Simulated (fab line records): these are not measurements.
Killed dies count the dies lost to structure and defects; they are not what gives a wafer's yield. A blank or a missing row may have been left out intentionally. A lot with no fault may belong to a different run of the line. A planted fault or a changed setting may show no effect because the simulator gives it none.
Chamber matching ; flow nand-harc ; 4 sister chambers for NHARC_A_CHANNEL_HOLE_D1_ETCH_39 on rie-diel-05
The step etches the open film in N2/H2, target depth 260 nm, time 325 s. 14 wafers are shown with their chamber, then 7 later ones without.

== WAFERS, EACH WITH ITS CHAMBER ==
wafer;chamber;showerhead-plenum-p-Torr (Torr);drypump-motor-current-A (A);rf-vpp-V (V)
L864.4;3;2.03;5.7;431.4
L864.5;0;2.18;5.0;436.4
L864.6;1;1.89;5.2;425.4
L866.2;0;2.18;5.0;432.6
L866.4;3;2.02;5.7;430.6
L866.5;2;2.07;5.7;430.2
L874.2;2;2.07;5.7;431.6
L874.5;1;1.88;5.2;426.9
L874.6;2;2.07;5.7;432.7
L875.1;2;2.07;5.7;431.1
L875.2;3;2.02;5.8;429.5
L875.3;1;1.88;5.2;425.9
L876.3;0;2.18;5.0;434.9
L876.4;1;1.88;5.2;427.8

SIGNATURES, as means of the wafers listed above
reading;chamber 0;chamber 1;chamber 2;chamber 3;scatter within a chamber
showerhead-plenum-p-Torr;2.1800;1.8825;2.0700;2.0233;0.00376
drypump-motor-current-A;5.000;5.200;5.700;5.733;0.0258
rf-vpp-V;434.633;426.500;431.400;430.500;1.26
Rule: for each reading, subtract the chamber's mean from the wafer's reading, divide by that reading's scatter and square the result; add these up over the readings and take the root, which gives the wafer's distance from the chamber. The wafer belongs to the nearest chamber; if the next one is less than 2 further off, it can't be placed. How the scatter is found: for the shown wafers, subtract from each reading the mean of its chamber, square and add these, divide the total by (wafers less chambers), then take the root.

== WAFERS MISSING THEIR CHAMBER ==
wafer;showerhead-plenum-p-Torr (Torr);drypump-motor-current-A (A);rf-vpp-V (V)
L876.6;2.18;5.0;433.1
L877.2;2.02;5.7;429.6
L877.5;2.18;5.0;433.5
L877.6;2.02;5.8;431.4
L880.4;2.02;5.8;430.0
L880.6;2.18;5.0;434.3
L881.6;2.02;5.8;428.8

== EACH ONE'S CHAMBER ==
wafer;from the rows above;in truth
L876.6;0;0
L877.2;3;3
L877.5;0;0
L877.6;3;3
L880.4;3;3
L880.6;0;0
L881.6;3;3
7 of 7 placed correctly. Can't be placed from these rows: 0. Placed wrongly: 0.
